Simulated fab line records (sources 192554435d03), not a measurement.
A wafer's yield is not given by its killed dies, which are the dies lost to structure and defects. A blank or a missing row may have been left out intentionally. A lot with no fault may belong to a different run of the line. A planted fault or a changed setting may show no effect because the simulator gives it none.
Struck lot and sound lot, side by side    flow n5_finfet    16 out of 1938 route steps
Sound: these wafers, L633.1, L633.5, L633.6. Wafers L630.1, L630.3, L630.4 were the ones struck. At the end, the cause is stated.
Per side, at each step with rows, come the tool, then ch with its chambers, and then its first start. Under that, the readings that differ: sound wafers    struck wafers    difference of the means    sigmas: that difference in standard deviations of wafers without a fault.
alike: same words and numbers on both sides, and readings whose means sit less than 2 such deviations apart. not compared: any withheld reading, any reading some wafer has no value for, any bound like >300 that may hide the same value, and any number with overlapping values for which the record gives no deviation.
The two part at a step that has a row with sigmas, a row that says differs or no value, or rows on one side only. Non-overlapping numbers with no deviation appear without sigmas and do not part them. Lack of a reading on every wafer of one side parts them only where that side has two or more wafers.

first, 6 steps without rows for these wafers: N5_BEOL_M13_EBR_06; N5_BEOL_M13_SOFTBAKE_05 (time 60 s); N5_BEOL_M13_EXPOSE_07 (exposes mask V12); N5_BEOL_M13_PEB_08 (peb time 90 s); N5_BEOL_M13_DEVELOP_09 (develop time 45 s); N5_BEOL_M13_HARDBAKE_14 (time 120 s).
N5_BEOL_M13_CD_MEAS_10 targets a cd of 190 nm.
  sound on cd_sem-02 ch 0, day 16 05:22; struck on cd_sem-01 ch 0, day 16 01:41
  alike: cd_nm
N5_BEOL_M13_OVL_MEAS_11:
  sound on overlay-01 ch 0, day 16 05:23; struck on overlay-02 ch 0, day 16 01:43
  alike: V12_OVL
N5_BEOL_M13_INSPECT_12: inspects for defects (macro).
  struck on defect_inspect-01, day 16 01:44; sound on defect_inspect-01, day 16 05:25
  alike: raw_defect_count
N5_BEOL_M13_DESCUM_15: chemistry O2, time 7.9 s.
  sound on rie_diel-04 ch 0,1,2, day 16 05:43; struck on rie_diel-05 ch 0,1, day 16 01:46
  alike: drypump_motor_current_A, oes_product_au, rf_vpp_V, showerhead_plenum_p_Torr, throttle_valve_pct
  not compared: rf_hours_counter_h
N5_BEOL_M13_ETCH_59: etches BARC in N2/H2, target depth 89 nm, overetch 26.7 nm, time 67.9 s.
  sound on rie_diel-04 ch 0,1,2, day 16 05:46; struck on rie_diel-05 ch 0,1, day 16 01:48
  alike: drypump_motor_current_A, n2_flow_sccm, oes_product_au, rf_vpp_V, showerhead_plenum_p_Torr, throttle_valve_pct
  not compared: rf_hours_counter_h
N5_BEOL_M13_VIA_ETCH_16: etches SiOC in C4F8/O2/Ar, target depth 921.7 nm.
  sound on rie_diel-04 ch 0,1,2, day 16 05:49; struck on rie_diel-05 ch 0,1, day 16 01:51
  alike: drypump_motor_current_A, mfc_ar_sccm, oes_product_au, rf_vpp_V, showerhead_plenum_p_Torr, throttle_valve_pct
N5_BEOL_M13_STRIP_63: strips in N2/H2.
  sound on plasma_asher-01 ch 0,1, day 16 06:03; struck on plasma_asher-01 ch 0,1, day 16 02:05
  no value came back on the struck wafers for any of 7 readings (chamber_pressure_mTorr (mTorr), drypump_motor_current_A (A) and others); on the sound wafers chamber_pressure_mTorr (mTorr) reads 1000.0 998.9 998.8
reading                                     sound  struck          difference  sigmas
model.coat_of_BEOL_M13_COAT_04.thk_nm (nm)  0 0 0  71.6 74.4 69.8  +71.9       
  not compared: rf_hours_counter_h
N5_BEOL_M13_STRIP_64: strips in N2/H2.
  sound on plasma_asher-01 ch 0,1, day 16 06:07; struck on plasma_asher-01 ch 0,1, day 16 02:09
reading                       sound              struck             difference  sigmas
oes_product_au (a.u.)         0.716 0.710 0.708  0.696 0.704 0.704  -0.010      -2
strip_time_to_endpoint_s (s)  31.32 31.31 31.29  52.44 53.18 51.95  +21.22      +99 or more
  alike: drypump_motor_current_A, h2_flow_sccm, heater_power_w, n2_flow_sccm
  not compared: rf_hours_counter_h
then, 1 step without rows for these wafers: N5_BEOL_M13_STRIP_71 (strips in post etch residue remover, time 60 s).
N5_PASSIVATION_PROBE_49:
  struck on prober-01, day 17 09:12; sound on prober-01, day 17 15:41
reading               sound     struck  difference  sigmas
sort_bin_8_speed (%)  0.93 0 0  0 0 0   +0          -4
  alike: defect_limited_yield, killed_at_M0_to_M3, killed_at_M4_up, killed_at_contacts, killed_at_front_end, killed_at_other, killed_dies, killed_open, killed_short, sort_bin_4_leakage, sort_bin_5_function, sort_bin_6_memory, sort_n_pass, sort_yield_pct

WHERE THEY PART
First at N5_BEOL_M13_STRIP_63; last, within this record, at N5_PASSIVATION_PROBE_49.

WHY: what had been put in by the simulator
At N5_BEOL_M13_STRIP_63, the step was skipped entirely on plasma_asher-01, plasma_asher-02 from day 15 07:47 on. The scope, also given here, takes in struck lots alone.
